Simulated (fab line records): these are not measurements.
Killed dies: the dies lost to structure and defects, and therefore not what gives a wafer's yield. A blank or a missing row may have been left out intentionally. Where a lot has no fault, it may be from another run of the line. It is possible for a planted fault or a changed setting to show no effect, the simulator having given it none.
Chamber matching | flow n5_finfet | N5_FIN_SAQP_ETCH_65 on rie_si-02: 4 sister chambers
The step etches SiO2 in CF4, target depth 4 nm, time 4.4 s. 8 wafers are shown with their chamber, then 10 later ones without.

== WAFERS PAIRED WITH THEIR CHAMBERS ==
wafer  | chamber | drypump_motor_current_A (A) | throttle_valve_pct (%)
L087.1 | 3       | 5.3                         | 21.86
L087.4 | 1       | 5.6                         | 21.89
L089.1 | 1       | 5.5                         | 21.89
L089.4 | 3       | 5.3                         | 21.87
L091.3 | 0       | 5.3                         | 21.61
L091.6 | 2       | 5.9                         | 21.52
L092.4 | 2       | 5.9                         | 21.54
L092.5 | 0       | 5.3                         | 21.62

== WAFERS MISSING THEIR CHAMBER ==
wafer  | drypump_motor_current_A (A) | throttle_valve_pct (%)
L092.6 | 5.5                         | 21.88
L093.1 | 5.2                         | 21.62
L093.4 | 5.5                         | 21.89
L093.6 | 5.9                         | 21.55
L094.1 | 5.6                         | 21.88
L094.2 | 5.3                         | 21.86
L094.3 | 5.9                         | 21.52
L096.1 | 5.3                         | 21.86
L096.3 | 5.9                         | 21.54
L096.4 | 5.5                         | 21.89

== WHICH CHAMBER EACH ONE RAN IN ==
wafer  | from the rows above | in truth
L092.6 | 1                   | 1
L093.1 | 0                   | 0
L093.4 | 1                   | 1
L093.6 | 2                   | 2
L094.1 | 1                   | 1
L094.2 | 3                   | 3
L094.3 | 2                   | 2
L096.1 | 3                   | 3
L096.3 | 2                   | 2
L096.4 | 1                   | 1
Correct placement for 10 of the 10. Can't be placed from these rows: 0. Wrongly placed: 0.
How it was worked out, from the rows above alone: a wafer's distance from a chamber is the root of the sum, over the readings, of the square of ((its reading less the chamber's mean) divided by the reading's scatter). The wafer belongs to the nearest chamber; if the next one is less than 2 further off, it can't be placed. Each chamber's mean is taken over the wafers shown for it. The scatter is the square root of a quotient: the sum, over the shown wafers, of each reading's squared deviation from its chamber's mean, divided by wafers minus chambers.
